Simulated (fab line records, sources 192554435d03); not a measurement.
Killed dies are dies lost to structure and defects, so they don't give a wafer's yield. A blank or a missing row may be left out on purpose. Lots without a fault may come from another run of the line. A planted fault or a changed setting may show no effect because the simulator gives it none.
One fault seen from 2 desks | flow n5_finfet | each desk has only its own numbers; what lay behind them comes last

THE METROLOGY DESK
What the gauges read, lot by lot, whatever tool the lot ran on: means of the sampled wafers that have a number. A lot is out of limits, marked OUT, if its mean lies more than 4 standard deviations from the usual mean; the brackets give that distance. Of its 10 readings 7 are shown: those that lie furthest out on some lot.
Columns: A = DIBL_N at N5_BEOL_M4_RC_MEAS_101, usual 36.0 mV/V; B = DIBL_P at N5_BEOL_M4_RC_MEAS_101, usual 36.0 mV/V; C = IOFF_N at N5_BEOL_M4_RC_MEAS_101, usual 0.156 nA/um; D = IOFF_P at N5_BEOL_M4_RC_MEAS_101, usual 0.21 nA/um; E = ION_P at N5_BEOL_M4_RC_MEAS_101, usual 463 uA/um; F = SS_P at N5_BEOL_M4_RC_MEAS_101, usual 73.3 mV/dec; G = VT_P at N5_BEOL_M4_RC_MEAS_101, usual -250 mV
lot  | first seen here | A    | B    | C     | D    | E   | F    | G
L940 | day 7 21:22     | 36.3 | 36.2 | 0.165 | 0.20 | 460 | 73.4 | -250
L951 | day 10 20:17    | 36.7 | 35.7 | 0.179 | 0.24 | 474 | 73.8 | -247
L953 | day 11 02:55    | 38.8 | 40.1 | 0.214 | 0.34 | 481 | 74.5 | -241
L958 | day 12 11:43    | 36.3 | 37.3 | 0.155 | 0.19 | 449 | 73.9 | -254
This desk's finding: nothing out of limits on any of the 4 lots.

THE TOOL OWNER'S DESK: litho_track-01
The tool's own readings at N5_MOL_CONTACT_COAG_COAT_64 (time 60 s, resist thk 10 nm): means of the sampled wafers that have a number, for each lot that ran on this tool. A lot is out of limits, marked OUT, if its mean lies more than 4 standard deviations from the usual mean; the brackets give that distance.
Columns: A = resist_line_temp_C at N5_MOL_CONTACT_COAG_COAT_64, usual 23.00 C; B = spin_speed_rpm at N5_MOL_CONTACT_COAG_COAT_64, usual 1500.0 rpm
lot  | first seen here | A     | B
L940 | day 5 06:19     | 22.97 | 1499.7
L951 | day 7 23:00     | 22.99 | 1446.4 (-54) OUT
L953 | day 8 12:19     | 22.93 | 1446.9 (-53) OUT
This desk's finding: out of limits on L951, L953; first on L951, day 7 23:00 (spin_speed_rpm at N5_MOL_CONTACT_COAG_COAT_64). In limits: L940.

PUT TOGETHER
The tool owner's desk could have raised an alarm at day 7 23:00, on L951, L953.
The metrology desk saw nothing out of limits.
The metrology desk has L951, L953 on record, within its limits.
Of the lots named, all ran N5_MOL_CONTACT_COAG_COAT_64 on litho_track-01.

WHAT THE SIMULATOR HAD PUT IN
Process parameter drift: litho_track-01, from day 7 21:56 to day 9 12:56, at N5_MOL_CONTACT_COAG_COAT_64. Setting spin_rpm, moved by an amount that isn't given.
Lots struck among those shown: L951, L953.
Hours from the fault's start to each desk's first reading out of limits: the tool owner's desk, 1.
